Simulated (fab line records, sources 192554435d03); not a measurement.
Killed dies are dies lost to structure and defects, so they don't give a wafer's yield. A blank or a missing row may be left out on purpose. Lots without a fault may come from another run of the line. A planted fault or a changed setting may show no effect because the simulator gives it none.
fab line records | flow n5_finfet
record lots=6 wafers=17 last_day=19
route steps=1938 shown BEOL_M10@1475 PASSIVATION@1936
lots that met no fault: from a run of the same line without faults
start_h: hours from the record's first day to the start of the lot's first wafer shown | wait_h: hours since the lot's step before | " the same as in the row above | L1.1+2: a row that stands for several wafers | - no value, or no start given | * or withheld: withheld | < > ~ a bound
route shown NAME@n: a module of which the file shows steps, and the number in the route of the first | usual: mean/standard deviation of fault-free wafers | same: alike in all rows | chamber/n: place in a boat | sites: the reading at each site | _std_site: their standard deviation | _edge_site: outer sites' mean less inner sites' | radius_mm: how far each site lies from the wafer's centre | mask NAME#n: copy n | behind: the tool/chamber that last shaped the wafer | hold: why the lot was held/for how many hours/how that ended | device: the transistor (n, p or np) that didn't switch | end of line: the same wafers' tests at the end of the route | a step without rows: its recipe alone | killed: dies lost to structure and defects at the first sort, not the wafer's yield | map: a wafer's dies, x killed, . not, _ none there
set.NAME: the setting as run; set.NAME@STEP: as run at that earlier step | model.NAME: the simulator's own value behind a step, which no gauge read
lots at some steps of the route; a table a step, a row a wafer
services: from which hour (start_h, from the record's first day; less than 0 if before it) a tool's chamber was out of use, for how many hours, and why
## steps
# step N5_BEOL_M10_COAT_59
# recipe resist=SOC temp_c=250 time_s=60 spin_rpm=1500 resist_thk_nm=100
# step N5_BEOL_M10_COAT_60
# recipe resist=SiARC temp_c=220 time_s=60 spin_rpm=1500 resist_thk_nm=30
# step N5_BEOL_M10_COAT_05
# recipe resist=CAR-ArF spin_rpm=1500 resist_thk_nm=90
# step N5_BEOL_M10_EBR_07
# recipe solvent=PGMEA ebr_width_mm=1.5
# step N5_BEOL_M10_SOFTBAKE_06
# recipe temp_c=110 time_s=60 resist=CAR-ArF
# step N5_BEOL_M10_EXPOSE_08
# recipe mask_id=M10 na=1.35 source_shape=dipole sigma_inner=0.411 sigma_outer=0.611 polarization=te dose_mj=53.75
# step N5_BEOL_M10_PEB_09
# recipe peb_temp_c=withheld peb_time_s=60 resist=CAR-ArF
# step N5_BEOL_M10_DEVELOP_10
# recipe develop_time_s=30 developer=TMAH resist=CAR-ArF rinse_liquid=diw dry=air_spin dev_temp_c=23
# step N5_BEOL_M10_CD_MEAS_11
# recipe target_cd_nm=64.1 landing_energy_ev=500 detector=se_inlens polarity=opening
# usual cd_nm=63.9/0.53
# same landing_energy_ev=500
# columns lot.wafer tool chamber start_h wait_h cd_nm
L802.3 cd_sem-01 0 237.87 - 63.7
L802.4 " 0 " " 63.7
L802.5 " 0 " " 63.9
L801.1 cd_sem-01 0 240.68 - 63.3
L801.4 " 0 " " 63.2
L801.6 " 0 " " 63.1
L804.3 cd_sem-01 0 262.24 - 63.8
L804.4 " 0 " " 63.2
L804.6 " 0 " " 64.3
L808.2 cd_sem-01 0 290.23 - 63.8
L808.4 " 0 " " 64.4
L808.5 " 0 " " 64.3
L809.3 cd_sem-02 0 290.40 - 64.8
L809.6 " 0 " " 64.8
L823.2 cd_sem-02 0 392.95 - 64.1
L823.3 " 0 " " 63.7
L823.4 " 0 " " 63.4
# step N5_BEOL_M10_OVL_MEAS_12
# recipe points_per_wafer=44
# usual M10_OVL=-0.2/0.67
# same points_per_wafer=44
# columns lot.wafer tool chamber start_h wait_h M10_OVL[nm]
L802.3 overlay-02 0 237.90 0.0 -1.0
L802.4 " 0 " " -0.3
L802.5 " 0 " " -0.8
L801.1 overlay-02 0 240.71 0.0 -0.1
L801.4 " 0 " " 0.3
L801.6 " 0 " " -0.5
L804.3 overlay-02 0 262.27 0.0 -0.5
L804.4 " 0 " " -0.9
L804.6 " 0 " " -1.2
L808.2 overlay-01 0 290.26 0.0 -0.1
L808.4 " 0 " " -0.5
L808.5 " 0 " " -0.7
L809.3 overlay-01 0 290.42 0.0 -0.6
L809.6 " 0 " " -1.4
L823.2 overlay-01 0 392.98 0.0 0.1
L823.3 " 0 " " -0.8
L823.4 " 0 " " 0.8
# step N5_BEOL_M10_INSPECT_13
# recipe mode=adi inspect_instrument=brightfield
# usual raw_defect_count=420/110
# columns lot.wafer tool chamber start_h wait_h raw_defect_count
L802.3 defect_inspect-02 - 237.92 0.0 364
L802.4 " - " " 544
L802.5 " - " " 626
L801.1 defect_inspect-02 - 240.73 0.0 420
L801.4 " - " " 472
L801.6 " - " " 453
L804.3 defect_inspect-01 - 262.29 0.0 385
L804.4 " - " " 365
L804.6 " - " " 341
L808.2 defect_inspect-02 - 290.28 0.0 552
L808.4 " - " " 833
L808.5 " - " " 380
L809.3 defect_inspect-02 - 290.45 0.0 418
L809.6 " - " " 351
L823.2 defect_inspect-01 - 393.00 0.0 540
L823.3 " - " " 634
L823.4 " - " " 497
# step N5_BEOL_M10_DESCUM_16
# recipe chemistry=O2 time_s=7.9 source_power_w=50 bias_power_w=20 pressure_mtorr=20 rf_frequency_hz=2.712e+07 temp_c=40 resist=CAR-ArF o2_flow_sccm=225
# usual drypump_motor_current_A=5.5/0.4 oes_product_au=0.82/0.059 rf_vpp_V=243.4/1.5 showerhead_plenum_p_Torr=2.11/0.079 throttle_valve_pct=20.40/0.16
# columns lot.wafer tool chamber start_h wait_h drypump_motor_current_A oes_product_au rf_hours_counter_h rf_vpp_V showerhead_plenum_p_Torr throttle_valve_pct
L802.3 rie_diel-01 1 237.96 0.0 5.2 0.90 23 242.9 2.14 20.25
L802.4 " 3 " " 4.9 0.88 51 244.7 2.13 20.24
L802.5 " 3 " " 4.9 0.88 - 244.6 2.13 20.24
L801.1 rie_diel-01 2 241.02 0.3 6.0 0.98 4 246.5 2.22 20.31
L801.4 " 1 " " 5.3 0.89 23 243.4 2.14 20.25
L801.6 " 0 " " 5.5 0.87 - 243.8 2.04 20.31
L804.3 rie_diel-03 1 262.61 0.3 5.3 0.85 63 245.5 2.24 20.25
L804.4 " 0 " " 5.3 0.74 158 242.2 2.02 20.61
L804.6 " 0 " " 5.4 0.73 - 242.5 2.02 20.60
L808.2 rie_diel-01 0 290.38 0.1 5.5 0.84 54 241.7 2.04 20.36
L808.4 " 0 " " 5.5 0.84 - 241.1 2.04 20.36
L808.5 " 3 " " 4.9 0.86 - 242.6 2.12 20.27
L809.3 rie_diel-01 2 290.63 0.2 5.9 0.93 21 244.9 2.22 20.34
L809.6 " 0 " " 5.5 0.84 - 240.4 2.04 20.35
L823.2 rie_diel-04 0 393.06 0.1 5.1 0.82 56 240.3 2.05 20.59
L823.3 " 1 " " 6.5 0.79 117 240.8 2.01 20.72
L823.4 " 2 " " 5.4 0.75 153 242.4 2.09 20.19
# step N5_BEOL_M10_ETCH_61
# recipe chemistry=CF4 target=SiARC target_depth_a=390 mask_material=CAR-ArF time_s=65 ion_energy_ev=80 pressure_mtorr=40 source_w=545 bias_w=36 Ar_flow_sccm=100 cf4_flow_sccm=100 ends=cleared
# usual drypump_motor_current_A=5.5/0.4 etch_rf_on_time_s=64.5/1.5 oes_product_au=0.70/0.052 rf_vpp_V=184.3/1.2 showerhead_plenum_p_Torr=2.16/0.077 throttle_valve_pct=15.55/0.16
# columns lot.wafer tool chamber start_h wait_h drypump_motor_current_A etch_rf_on_time_s oes_product_au rf_hours_counter_h rf_vpp_V showerhead_plenum_p_Torr throttle_valve_pct
L802.3 rie_diel-01 1 237.99 0.0 5.2 63.7 0.76 23 184.0 2.19 15.41
L802.4 " 3 " " 4.9 64.5 0.75 51 184.9 2.18 15.43
L802.5 " 3 " " 5.0 63.6 0.75 - 184.1 2.18 15.42
L801.1 rie_diel-01 2 241.06 0.0 6.0 62.5 0.85 4 185.1 2.28 15.45
L801.4 " 1 " " 5.2 63.3 0.77 23 184.6 2.19 15.42
L801.6 " 0 " " 5.4 63.9 0.74 - 182.3 2.10 15.51
L804.3 rie_diel-03 1 262.65 0.0 5.3 62.4 0.73 63 185.0 2.26 15.22
L804.4 " 0 " " 5.4 67.3 0.62 158 184.0 2.06 15.67
L804.6 " 0 " " 5.4 67.2 0.63 - 184.4 2.06 15.67
L808.2 rie_diel-01 0 290.41 0.0 5.5 64.8 0.71 54 183.9 2.10 15.54
L808.4 " 0 " " 5.5 64.8 0.71 - 183.5 2.10 15.54
L808.5 " 3 " " 5.0 41.1 0.95 - 184.0 2.17 15.47
L809.3 rie_diel-01 2 290.66 0.0 5.9 40.4 1.06 21 185.5 2.27 15.49
L809.6 " 0 " " 5.5 64.1 0.71 - 182.3 2.10 15.54
L823.2 rie_diel-04 0 393.09 0.0 5.1 64.3 0.70 56 182.8 2.09 15.59
L823.3 " 1 " " 6.5 62.7 0.68 117 183.0 2.08 15.96
L823.4 " 2 " " 5.4 66.9 0.64 153 184.4 2.14 15.41
# step N5_BEOL_M10_ETCH_62
# recipe chemistry=N2/H2 target=SOC target_depth_a=1100 overetch_a=220 mask_material=SiARC temp_c=40 time_s=165 ion_energy_ev=200 pressure_mtorr=30 source_w=840 bias_w=150 n2_flow_sccm=200 h2_flow_sccm=200
# usual drypump_motor_current_A=5.5/0.4 h2_flow_sccm=200.0/0.62 n2_flow_sccm=200.0/0.51 oes_product_au=0.69/0.046 rf_vpp_V=524.5/2.9 showerhead_plenum_p_Torr=2.56/0.098 throttle_valve_pct=17.73/0.2
# columns lot.wafer tool chamber start_h wait_h drypump_motor_current_A h2_flow_sccm n2_flow_sccm oes_product_au rf_hours_counter_h rf_vpp_V showerhead_plenum_p_Torr throttle_valve_pct
L802.3 rie_diel-01 1 238.04 0.0 5.2 201.5 200.3 0.74 23 525.8 2.61 17.61
L802.4 " 3 " " 4.9 199.2 199.1 0.74 51 524.8 2.57 17.50
L802.5 " 3 " " 5.0 200.0 198.8 0.74 - 525.4 2.57 17.51
L801.1 rie_diel-01 2 241.11 0.0 5.9 199.6 199.6 0.82 4 528.4 2.71 17.73
L801.4 " 1 " " 5.2 198.8 200.6 0.75 23 525.2 2.61 17.61
L801.6 " 0 " " 5.5 201.1 199.9 0.72 - 522.3 2.47 17.69
L804.3 rie_diel-03 1 262.70 0.0 5.3 199.7 200.7 0.72 63 526.8 2.67 17.39
L804.4 " 0 " " 5.4 199.7 200.2 0.63 158 522.9 2.44 17.83
L804.6 " 0 " " 5.4 199.0 200.1 0.64 - 521.2 2.44 17.82
L808.2 rie_diel-01 0 290.46 0.0 5.5 199.9 200.0 0.71 54 521.1 2.47 17.72
L808.4 " 0 " " 5.5 199.9 200.4 0.70 - 522.4 2.47 17.74
L808.5 " 3 " " 5.0 199.7 200.7 0.71 - 526.6 2.56 17.54
L809.3 rie_diel-01 2 290.71 0.0 5.9 200.3 199.7 0.77 21 528.6 2.70 17.79
L809.6 " 0 " " 5.5 200.1 200.3 0.70 - 522.2 2.47 17.73
L823.2 rie_diel-04 0 393.14 0.0 5.1 199.9 199.4 0.70 56 521.0 2.46 17.61
L823.3 " 1 " " 6.5 199.6 200.8 0.66 118 520.5 2.45 18.22
L823.4 " 2 " " 5.4 200.3 199.9 0.64 153 522.9 2.53 17.51
# step N5_PASSIVATION_PROBE_49
# usual defect_limited_yield=91.0/1.5 killed_at_M0_to_M3=35/11 killed_at_M4_up=13/5 killed_at_contacts=12/5.9 killed_at_front_end=42/13 killed_at_other=3/3.2 killed_dies=106/18 killed_open=69/13 killed_short=35/8.9 sort_bin_5_function=5.2/0.95 sort_bin_6_memory=3.3/0.71 sort_n_pass=1074/18 sort_yield_pct=91.0/1.5
# same gross_dies=1180 killed_at_back_side=0 sort_bin_4_leakage[%]=0 sort_bin_8_speed[%]=0
# columns lot.wafer tool chamber start_h wait_h defect_limited_yield[%] killed_at_M0_to_M3 killed_at_M4_up killed_at_contacts killed_at_front_end killed_at_other killed_dies killed_open killed_short sort_bin_5_function[%] sort_bin_6_memory[%] sort_n_pass sort_yield_pct[%]
L801.1 prober-02 - 304.70 0.0 90.1 47 14 17 38 1 117 85 31 6.0 3.7 1063 90.1
L801.4 prober-02 - 304.85 0.2 89.9 50 11 13 42 3 119 76 43 5.5 4.3 1061 89.9
L801.6 prober-02 - 304.95 0.3 89.8 49 14 17 39 1 120 82 38 6.0 3.7 1060 89.8
# killed by level:class
L801.1 BEOL_M1:geometric_particle:open=21 MOL_CONTACT_COAG:geometric_particle:open=13 STI_FIN_REVEAL:geometric_particle:open=9 FIN_SAQP:geometric_particle:open=8 BEOL_M3:geometric_particle:open=6 BEOL_M4:geometric_particle:open=6 DUMMY_GATE:geometric_particle:open=5 BEOL_M0_SAQP:geometric_particle:open=5
L801.4 STI_FIN_REVEAL:geometric_particle:open=13 FIN_SAQP:geometric_particle:short=12 BEOL_M0_SAQP:geometric_particle:short=12 BEOL_M0_SAQP:geometric_particle:open=10 MOL_CONTACT_COAG:geometric_particle:open=9 BEOL_M2:geometric_particle:open=7 BEOL_M3:geometric_particle:open=6 BEOL_M1:geometric_particle:open=5
L801.6 BEOL_M0_SAQP:geometric_particle:short=15 MOL_CONTACT_COAG:geometric_particle:open=13 BEOL_M0_SAQP:geometric_particle:open=9 BEOL_M3:geometric_particle:open=9 STI_FIN_REVEAL:geometric_particle:open=8 BEOL_M1:geometric_particle:open=8 FIN_SAQP:geometric_particle:open=7 STARTING-WAFER:geometric_particle:open=6
## services
# columns tool chamber start_h hours kind
rie_diel-01 2 246.55 8.5 repair
rie_diel-01 1 287.24 4.2 repair
rie_diel-03 3 307.29 5.7 repair
rie_diel-04 2 323.48 19.8 repair
rie_diel-03 1 365.16 4.2 repair
rie_diel-01 - 366.85 0.9 repair
rie_diel-03 2 375.72 4.9 repair
rie_diel-04 - 381.01 2.8 pm
## key
first_sign step=N5_BEOL_M10_ETCH_61 reading=etch_rf_on_time_s direction=down sigmas=16 usual=* struck=*
effect step=N5_BEOL_M10_ETCH_61 reading=oes_product_au direction=up sigmas=5.7 usual=0.70 struck=1.00
met_at N5_BEOL_M10_ETCH_61
struck_wafers L808.5,L809.3
onset_between 241.06 290.41
fault kind=process_parameter_drift tool=rie_diel-01 chamber=- onset_h=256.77 steps=N5_BEOL_M10_ETCH_61 channel=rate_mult offset=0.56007 shape=step end_h=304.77 scope=struck_wafers_only
